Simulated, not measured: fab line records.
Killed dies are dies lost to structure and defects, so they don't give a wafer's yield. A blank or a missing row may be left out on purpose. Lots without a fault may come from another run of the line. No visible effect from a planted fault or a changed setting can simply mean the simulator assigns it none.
Matching of chambers / flow nand harc / NHARC_A_BLC_ALD_23 on ald metal-01 has 4 sister chambers
The step deposits TiN, target thk 3 nm, pulse time 1 s, ald cycles 150. 8 wafers are shown with their chamber, then 11 later ones without.

## WAFERS, EACH WITH ITS CHAMBER
wafer=L082.6; chamber=0; heater power w (W)=924; heater power outer w (W)=549
wafer=L085.1; chamber=3; heater power w (W)=1204; heater power outer w (W)=758
wafer=L085.5; chamber=2; heater power w (W)=1016; heater power outer w (W)=629
wafer=L085.6; chamber=3; heater power w (W)=1206; heater power outer w (W)=728
wafer=L090.1; chamber=1; heater power w (W)=963; heater power outer w (W)=616
wafer=L090.3; chamber=0; heater power w (W)=937; heater power outer w (W)=551
wafer=L090.5; chamber=2; heater power w (W)=994; heater power outer w (W)=630
wafer=L088.2; chamber=1; heater power w (W)=982; heater power outer w (W)=611

## WAFERS MISSING THEIR CHAMBER
wafer=L088.4; heater power w (W)=1187; heater power outer w (W)=735
wafer=L088.5; heater power w (W)=1177; heater power outer w (W)=749
wafer=L092.1; heater power w (W)=907; heater power outer w (W)=560
wafer=L092.4; heater power w (W)=1200; heater power outer w (W)=739
wafer=L092.6; heater power w (W)=999; heater power outer w (W)=611
wafer=L095.3; heater power w (W)=1192; heater power outer w (W)=749
wafer=L095.5; heater power w (W)=978; heater power outer w (W)=637
wafer=L095.6; heater power w (W)=909; heater power outer w (W)=535
wafer=L097.2; heater power w (W)=901; heater power outer w (W)=558
wafer=L097.3; heater power w (W)=1190; heater power outer w (W)=742
wafer=L097.5; heater power w (W)=1185; heater power outer w (W)=753

## WHICH CHAMBER EACH WENT THROUGH
wafer=L088.4; from the rows above=3; in truth=3
wafer=L088.5; from the rows above=3; in truth=3
wafer=L092.1; from the rows above=0; in truth=0
wafer=L092.4; from the rows above=3; in truth=3
wafer=L092.6; from the rows above=can't be placed: 2 or 1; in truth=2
wafer=L095.3; from the rows above=3; in truth=3
wafer=L095.5; from the rows above=can't be placed: 1 or 2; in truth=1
wafer=L095.6; from the rows above=0; in truth=0
wafer=L097.2; from the rows above=0; in truth=0
wafer=L097.3; from the rows above=3; in truth=3
wafer=L097.5; from the rows above=3; in truth=3
Correct placement for 9 of the 11. Not placeable from these rows: 2 (in 2, the candidates include the true chamber). 0 placed wrongly.
How it was worked out, from the rows above alone: a wafer's distance from a chamber is the root of the sum, over the readings, of the square of ((its reading less the chamber's mean) divided by the reading's scatter). If the next closest chamber is less than 2 further off than the closest, the wafer can't be placed; otherwise it belongs to the closest. Each chamber's mean is taken over the wafers shown for it. The scatter is the square root of a quotient: the sum, over the shown wafers, of each reading's squared deviation from its chamber's mean, divided by wafers minus chambers.
